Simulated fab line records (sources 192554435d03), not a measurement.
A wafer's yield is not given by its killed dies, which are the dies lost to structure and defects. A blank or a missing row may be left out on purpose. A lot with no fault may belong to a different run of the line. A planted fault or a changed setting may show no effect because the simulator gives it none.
Which tool is to blame?	flow n5_finfet	12 lots (36 wafers sampled), 1 step of a 1938-step route

## WHAT EACH GAUGE READ, for each wafer
N5_FIN_SAQP_CD_MEAS_31: the cd target is 8 nm.
lot	measured	on	cd_nm (nm)
L075	day 2 08:32	cd_sem-01	7.66 8.31 8.28
L077	day 2 20:42	cd_sem-02	8.48 7.86 7.83
L079	day 3 08:17	cd_sem-03	8.66 8.07 8.09
L081	day 3 21:56	cd_sem-03	8.02 7.95 8.24
L083	day 4 10:23	cd_sem-03	7.84 8.22 7.97
L085	day 5 02:47	cd_sem-03	8.13 8.08 8.20
L087	day 5 12:17	cd_sem-03	7.94 8.06 7.97
L089	day 5 19:38	cd_sem-01	8.10 8.10 8.19
L091	day 6 07:58	cd_sem-03	7.92 8.24 7.99
L093	day 6 19:34	cd_sem-02	8.16 8.69 7.97
L095	day 7 07:45	cd_sem-02	7.58 7.82 8.32
L097	day 7 19:44	cd_sem-03	8.03 8.09 8.27

## WHAT TOOL EACH LOT RAN ON (gives the tool, then ch and the chambers of the sampled wafers, and finally the start)
There is no process step in the record ahead of these readings.

## THE ANSWER, worked out from the rows above alone
Rule: the usual values come from the lots themselves. The widest of any qualifying gaps counts: lots, ordered by their means at a reading, are off when they make up no more than a third of the lots, leave a main group of 4 or more, and stand apart from it by 3 or more times the standard deviation of that group's means. A main group is skipped when, at the precision printed for the reading in the tables above, its means are all equal. A lot without any number at a reading at which 4 lots or more have one is off too. The other lots that the step has rows for count as sound.
No lot is off at any reading shown: from this, nothing can be told.

## WHAT HAD BEEN PUT IN BY THE SIMULATOR
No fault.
